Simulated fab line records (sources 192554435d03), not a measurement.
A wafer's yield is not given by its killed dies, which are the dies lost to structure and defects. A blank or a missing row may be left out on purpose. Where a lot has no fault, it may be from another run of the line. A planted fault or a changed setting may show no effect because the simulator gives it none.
Which tool was responsible? :: flow n5Finfet :: 15 lots with 45 wafers sampled at 4 steps, on a route of 1938 steps

WHAT THE GAUGES READ, wafer by wafer
N5_WELL_APT_CD_MEAS_08 targets a cd of 200 nm. Usual: cdNm reads 200.0 nm (standard deviation 1.4).
lot: L405
measured: day 1 13:49
on: cdSem-02
cdNm (nm): 198.6 199.6 198.5
flag: 

lot: L406
measured: day 1 19:49
on: cdSem-03
cdNm (nm): 202.5 202.0 202.9
flag: 

lot: L407
measured: day 2 01:45
on: cdSem-01
cdNm (nm): 199.0 201.1 198.7
flag: 

lot: L408
measured: day 2 07:41
on: cdSem-01
cdNm (nm): 199.2 202.1 201.9
flag: 

lot: L409
measured: day 2 13:34
on: cdSem-02
cdNm (nm): 199.5 199.8 198.8
flag: 

lot: L410
measured: day 2 19:47
on: cdSem-01
cdNm (nm): 201.4 202.3 201.8
flag: 

lot: L411
measured: day 3 02:02
on: cdSem-03
cdNm (nm): 196.5 198.7 198.6
flag: 

lot: L422
measured: day 5 19:43
on: cdSem-03
cdNm (nm): 198.4 197.9 198.6
flag: 

lot: L423
measured: day 6 01:46
on: cdSem-02
cdNm (nm): 198.4 199.1 199.3
flag: 

lot: L424
measured: day 6 07:41
on: cdSem-02
cdNm (nm): 200.4 199.1 200.9
flag: 

lot: L425
measured: day 6 13:49
on: cdSem-02
cdNm (nm): 199.1 198.5 200.9
flag: 

lot: L426
measured: day 6 19:36
on: cdSem-02
cdNm (nm): 199.8 199.2 200.9
flag: 

N5_WELL_APT_INSPECT_38: inspects for defects (darkfield). Usual: rawDefectCount reads 13 (standard deviation 4.4).
lot: L405
measured: day 1 17:14
on: defectInspect-02
rawDefectCount: 14 8 18
flag: 

lot: L406
measured: day 1 23:16
on: defectInspect-02
rawDefectCount: 7 10 9
flag: 

lot: L407
measured: day 2 04:59
on: defectInspect-01
rawDefectCount: 15 6 5
flag: 

lot: L408
measured: day 2 10:59
on: defectInspect-01
rawDefectCount: 18 9 18
flag: 

lot: L409
measured: day 2 16:47
on: defectInspect-02
rawDefectCount: 13 14 13
flag: 

lot: L410
measured: day 2 23:02
on: defectInspect-01
rawDefectCount: 9 12 13
flag: 

lot: L411
measured: day 3 05:31
on: defectInspect-01
rawDefectCount: 16 15 25
flag: 

lot: L422
measured: day 5 22:46
on: defectInspect-02
rawDefectCount: 14 9 11
flag: 

lot: L423
measured: day 6 05:34
on: defectInspect-01
rawDefectCount: 8 7 10
flag: 

lot: L424
measured: day 6 12:19
on: defectInspect-02
rawDefectCount: 18 10 10
flag: 

lot: L425
measured: day 6 17:07
on: defectInspect-01
rawDefectCount: 7 9 5
flag: 

lot: L426
measured: day 6 22:56
on: defectInspect-02
rawDefectCount: 17 18 19
flag: 

TOOL THAT RAN EACH LOT (tool first, then ch and the chambers of the sampled wafers, then the start)
lot: L405
N5_ZERO_LAYER_PEB_09: lithoTrack-01 ch 0, day 1 12:31
N5_ZERO_LAYER_ETCH_18: rieSi-05 ch 0,1, day 1 12:55

lot: L406
N5_ZERO_LAYER_PEB_09: lithoTrack-04 ch 0, day 1 18:39
N5_ZERO_LAYER_ETCH_18: rieSi-06 ch 0,3, day 1 18:55

lot: L407
N5_ZERO_LAYER_PEB_09: lithoTrack-02 ch 0, day 2 00:31
N5_ZERO_LAYER_ETCH_18: rieSi-06 ch 0,1,2, day 2 00:51

lot: L408
N5_ZERO_LAYER_PEB_09: lithoTrack-01 ch 0, day 2 06:32
N5_ZERO_LAYER_ETCH_18: rieSi-01 ch 1,2,3, day 2 06:48

lot: L409
N5_ZERO_LAYER_PEB_09: lithoTrack-01 ch 0, day 2 12:32
N5_ZERO_LAYER_ETCH_18: rieSi-05 ch 1,3, day 2 12:48

lot: L410
N5_ZERO_LAYER_PEB_09: lithoTrack-01 ch 0, day 2 18:32
N5_ZERO_LAYER_ETCH_18: rieSi-01 ch 1,2,3, day 2 18:53

lot: L411
N5_ZERO_LAYER_PEB_09: lithoTrack-01 ch 0, day 3 00:40
N5_ZERO_LAYER_ETCH_18: rieSi-05 ch 1,2, day 3 01:08

lot: L412
N5_ZERO_LAYER_PEB_09: lithoTrack-02, day 3 06:39
N5_ZERO_LAYER_ETCH_18: rieSi-06 ch 0,2,3, day 3 07:13

lot: L413
N5_ZERO_LAYER_PEB_09: lithoTrack-01, day 3 12:31
N5_ZERO_LAYER_ETCH_18: rieSi-05 ch 0,1, day 3 12:47

lot: L414
N5_ZERO_LAYER_PEB_09: lithoTrack-04, day 3 18:33
N5_ZERO_LAYER_ETCH_18: rieSi-05 ch 1,2,3, day 3 19:09

lot: L422
N5_ZERO_LAYER_PEB_09: lithoTrack-02 ch 0, day 5 18:31
N5_ZERO_LAYER_ETCH_18: rieSi-06 ch 0,3, day 5 18:47

lot: L423
N5_ZERO_LAYER_PEB_09: lithoTrack-01 ch 0, day 6 00:31
N5_ZERO_LAYER_ETCH_18: rieSi-05 ch 1,2,3, day 6 00:52

lot: L424
N5_ZERO_LAYER_PEB_09: lithoTrack-01 ch 0, day 6 06:32
N5_ZERO_LAYER_ETCH_18: rieSi-05 ch 1,2,3, day 6 06:47

lot: L425
N5_ZERO_LAYER_PEB_09: lithoTrack-04 ch 0, day 6 12:39
N5_ZERO_LAYER_ETCH_18: rieSi-06 ch 0,1,3, day 6 12:55

lot: L426
N5_ZERO_LAYER_PEB_09: lithoTrack-01 ch 0, day 6 18:31
N5_ZERO_LAYER_ETCH_18: rieSi-01 ch 0,3, day 6 18:49
- N5_ZERO_LAYER_PEB_09
- N5_ZERO_LAYER_ETCH_18: etches Si in HBr/Cl2, target depth 120 nm, time 40 s.

WHAT THE TOOLS THEMSELVES READ (means of the sampled wafers that have a number; where no wafer has one, the mark that the record gives instead)
N5_ZERO_LAYER_PEB_09. Usual: exhaustPa reads 45.2 Pa (standard deviation 0.76).
lot: L405
tool: lithoTrack-01
exhaustPa (Pa): 44.7
flag: 

lot: L406
tool: lithoTrack-04
exhaustPa (Pa): 44.3
flag: 

lot: L407
tool: lithoTrack-02
exhaustPa (Pa): 45.4
flag: 

lot: L408
tool: lithoTrack-01
exhaustPa (Pa): 44.8
flag: 

lot: L409
tool: lithoTrack-01
exhaustPa (Pa): 45.1
flag: 

lot: L410
tool: lithoTrack-01
exhaustPa (Pa): 45.3
flag: 

lot: L411
tool: lithoTrack-01
exhaustPa (Pa): 44.9
flag: 

lot: L412
tool: lithoTrack-02
exhaustPa (Pa): -
flag: OFF

lot: L413
tool: lithoTrack-01
exhaustPa (Pa): -
flag: OFF

lot: L414
tool: lithoTrack-04
exhaustPa (Pa): -
flag: OFF

lot: L422
tool: lithoTrack-02
exhaustPa (Pa): 45.6
flag: 

lot: L423
tool: lithoTrack-01
exhaustPa (Pa): 45.2
flag: 

lot: L424
tool: lithoTrack-01
exhaustPa (Pa): 45.3
flag: 

lot: L425
tool: lithoTrack-04
exhaustPa (Pa): 45.6
flag: 

lot: L426
tool: lithoTrack-01
exhaustPa (Pa): 44.9
flag: 

N5_ZERO_LAYER_ETCH_18. Usual: drypumpMotorCurrentA 5.9 A, standard deviation 0.46; oesProductAu 1.006 a.u., standard deviation 0.012; rfFwdPowerW 795.8 W, standard deviation 2.7; throttleValvePct 36.24 %, standard deviation 0.18.
lot: L405
tool: rieSi-05
drypumpMotorCurrentA (A): 6.6
oesProductAu (a.u.): 1.015
rfFwdPowerW (W): 795.6
throttleValvePct (%): 36.09
flag: 

lot: L406
tool: rieSi-06
drypumpMotorCurrentA (A): 5.2
oesProductAu (a.u.): 0.998
rfFwdPowerW (W): 798.6
throttleValvePct (%): 36.10
flag: 

lot: L407
tool: rieSi-06
drypumpMotorCurrentA (A): 5.5
oesProductAu (a.u.): 1.006
rfFwdPowerW (W): 794.7
throttleValvePct (%): 36.24
flag: 

lot: L408
tool: rieSi-01
drypumpMotorCurrentA (A): 5.7
oesProductAu (a.u.): 0.998
rfFwdPowerW (W): 795.6
throttleValvePct (%): 36.30
flag: 

lot: L409
tool: rieSi-05
drypumpMotorCurrentA (A): 6.4
oesProductAu (a.u.): 1.003
rfFwdPowerW (W): 797.1
throttleValvePct (%): 36.07
flag: 

lot: L410
tool: rieSi-01
drypumpMotorCurrentA (A): 5.7
oesProductAu (a.u.): 1.003
rfFwdPowerW (W): 798.2
throttleValvePct (%): 36.29
flag: 

lot: L411
tool: rieSi-05
drypumpMotorCurrentA (A): 6.3
oesProductAu (a.u.): 1.028
rfFwdPowerW (W): 797.9
throttleValvePct (%): 36.22
flag: 

lot: L412
tool: rieSi-06
drypumpMotorCurrentA (A): 5.4
oesProductAu (a.u.): 0.998
rfFwdPowerW (W): 795.5
throttleValvePct (%): 36.24
flag: 

lot: L413
tool: rieSi-05
drypumpMotorCurrentA (A): 6.3
oesProductAu (a.u.): 1.004
rfFwdPowerW (W): 796.1
throttleValvePct (%): 36.21
flag: 

lot: L414
tool: rieSi-05
drypumpMotorCurrentA (A): 6.4
oesProductAu (a.u.): 1.010
rfFwdPowerW (W): 793.3
throttleValvePct (%): 36.14
flag: 

lot: L422
tool: rieSi-06
drypumpMotorCurrentA (A): 5.3
oesProductAu (a.u.): 0.998
rfFwdPowerW (W): 796.7
throttleValvePct (%): 36.13
flag: 

lot: L423
tool: rieSi-05
drypumpMotorCurrentA (A): 6.3
oesProductAu (a.u.): 1.014
rfFwdPowerW (W): 795.3
throttleValvePct (%): 36.14
flag: 

lot: L424
tool: rieSi-05
drypumpMotorCurrentA (A): 6.3
oesProductAu (a.u.): 1.020
rfFwdPowerW (W): 794.8
throttleValvePct (%): 36.14
flag: 

lot: L425
tool: rieSi-06
drypumpMotorCurrentA (A): 5.4
oesProductAu (a.u.): 0.996
rfFwdPowerW (W): 799.3
throttleValvePct (%): 36.14
flag: 

lot: L426
tool: rieSi-01
drypumpMotorCurrentA (A): 5.9
oesProductAu (a.u.): 1.008
rfFwdPowerW (W): 796.3
throttleValvePct (%): 36.33
flag: 

THE ANSWER, worked out from the rows above alone
Rule: a lot is off if the mean of its wafers that have a number lies more than 3 standard deviations from the usual mean. A lot without any number at a reading at which 4 lots or more have one is off too. Where the step has rows for the other lots, those lots are counted as sound. After the gauges, taken in route order, come the tools' own readings; for these a lot's mean is taken, as printed above. The first step at which some lot is off is used, and at that step the reading that is off furthest; a lot without a number counts as furthest.
Off, at N5_ZERO_LAYER_PEB_09 on exhaustPa: L412, L413, L414. Without a number there: L412, L413, L414.
If a tool, at that step or one of the process steps before it, ran each lot that is off and ran no sound lot following the first of them, it fits. Of those tried, none fits.

WHAT THE SIMULATOR HAD INSERTED
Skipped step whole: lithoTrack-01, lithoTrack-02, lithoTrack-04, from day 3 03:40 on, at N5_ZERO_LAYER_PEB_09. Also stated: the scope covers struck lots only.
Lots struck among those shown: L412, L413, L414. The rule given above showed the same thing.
